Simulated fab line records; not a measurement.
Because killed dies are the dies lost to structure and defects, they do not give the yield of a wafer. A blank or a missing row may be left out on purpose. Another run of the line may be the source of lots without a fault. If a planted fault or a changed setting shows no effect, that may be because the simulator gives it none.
Problem report, 8D (eight disciplines) form, completed by code -- flow nand_harc -- the parts of the form that need people (team, actions taken, sign-off) are left out

## 1. THE ISSUE
Wafers with no fault read 2.7 with a standard deviation of 1.9, whereas killed_at_periphery at NHARC_END_SORT_01 reads a mean of 58.0 on 1 wafer of 1 lot. That is +29 standard deviations from the usual mean.
Seen first at day 22 00:31 on prober-01, wafer L719.1. The record has a number at this step for 13 wafers belonging to 5 lots. Rule for "out" (also "out of limits"): further than 4 standard deviations from the usual mean. The other wafers with a number count as sound.

## 2. WHAT IT IS, WHAT IT ISN'T
question,is,is not
which readings at this step,"killed_at_periphery, defect_limited_yield, killed_dies, sort_bin_2_pct, sort_bin_3_pct, sort_n_pass, sort_yield_pct","killed_at_array, killed_at_other, killed_short"
which lots,L719,"L712, L714, L728, L733"
which wafers of those lots,all that have a number,-
read on which gauges,prober-01,prober-02
when,from day 22 00:31,"up to then (6 sound wafers); but 6 sound wafers of L728, L733 came after"

## 3. THE SUSPECTS, EACH WITH WHAT RULES IT OUT
Counting: a tool stays on the suspect list if, at a process step up to the reading, it processed all lots that are out and no sound lot following the first of them.
- the gauge at NHARC_END_SORT_01: kept. All the wafers that are out were read on prober-01, and no step on other tools shows them out.
- rie_diel-07 at NHARC_P_M1_DESCUM_14 (chemistry O2, time 3 s): ruled out as a lasting fault. The sound lots L728, L733 went through it after L719, its earliest lot that is out (day 8 00:23).
- rie_diel-10 at NHARC_P_M1_ETCH_28 (etches the open film in CF4/N2, target depth 30 nm, time 72.99 s): ruled out as a lasting fault. The sound lots L728, L733 went through it after L719, its earliest lot that is out (day 8 01:12). With no start given for some of its lots, NHARC_P_M1_ETCH_28 uses the hours and lot order of NHARC_P_M1_STRIP_19.
- wet_bench-10 at NHARC_P_M1_STRIP_19 (strips in post etch residue remover, time 600 s): kept. It ran the lot that is out, L719 (day 8 01:12), and no sound lot after that; its last sound lot up to then is L712 (day 6 08:55).
- pvd_sputter-03 at NHARC_P_M1_PVD_20 (deposits TaN, target thk 5 nm, time 8.06 s): ruled out as a lasting fault. The sound lots L728 went through it after L719, its earliest lot that is out (day 8 02:51). With no start given for some of its lots, NHARC_P_M1_PVD_20 uses the hours and lot order of NHARC_P_M1_THK_MEAS_24.
- pecvd-04 at NHARC_P_M1_PRE_CLEAN_32 (time 12 s): kept. It ran the lot that is out, L719 (day 8 03:05), and no sound lot after that; its last sound lot up to then is L714 (day 7 07:27).
- rie_diel-13 at NHARC_P_M2_DESCUM_14 (chemistry O2, time 3 s): ruled out as a lasting fault. The sound lots L733 went through it after L719, its earliest lot that is out (day 8 05:50).
- rie_diel-13 at NHARC_P_M2_ETCH_35 (etches the open film in N2/H2, target depth 40 nm, overetch 12 nm, time 43.94 s): ruled out as a lasting fault. The sound lots L733 went through it after L719, its earliest lot that is out (day 8 05:54).
wet_bench-10 at NHARC_P_M1_STRIP_19, pecvd-04 at NHARC_P_M1_PRE_CLEAN_32 and prober-01 at NHARC_END_SORT_01 are what is left after counting.

## 4. THE CAUSE (what the simulator had put in)
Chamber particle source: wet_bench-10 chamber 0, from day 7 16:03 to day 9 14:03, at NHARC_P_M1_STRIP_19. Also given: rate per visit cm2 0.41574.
This tool is one of the 3 suspects left after counting.

## 5. SEQUENCE OF EFFECTS, ordered by route
Rows list readings where the struck wafers' mean (over those with a number) sits beyond 3 standard deviations from the usual. Readings are gone through only where the record gives a usual standard deviation; hours: the median, over the lots, of the time from a lot's start at the first step in this table giving one to that lot's start at this step; sigmas: the change measured in usual standard deviations.
hours,step,reading,usual,on struck wafers,change,sigmas
0,NHARC_END_SORT_01,defect_limited_yield,95.3 %,86.1,-9.2,-5.4
0,NHARC_END_SORT_01,killed_at_periphery,2.7,58.0,+55.3,+29
0,NHARC_END_SORT_01,killed_dies,32,94,+62,+5.2
0,NHARC_END_SORT_01,sort_bin_2_pct,1.5 %,4.6,+3.1,+4.4
0,NHARC_END_SORT_01,sort_bin_3_pct,0.25 %,2.36,+2.11,+9.2
0,NHARC_END_SORT_01,sort_bin_4_pct,3.0 %,6.9,+3.9,+3.5
0,NHARC_END_SORT_01,sort_n_pass,645,583,-62,-5.2
0,NHARC_END_SORT_01,sort_yield_pct,95.3 %,86.1,-9.2,-5.4

## 6. HOW IT WOULD HAVE BEEN CAUGHT EARLIER
344 hours passed between the start of the fault at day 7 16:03 and the first reading out of limits at a measuring or inspecting step in this record, taken at day 22 00:31.
By day 22 00:31, every lot that is out (1) had started NHARC_P_M1_STRIP_19 on wet_bench-10. Tool hold at that time: it would have spared none of them.
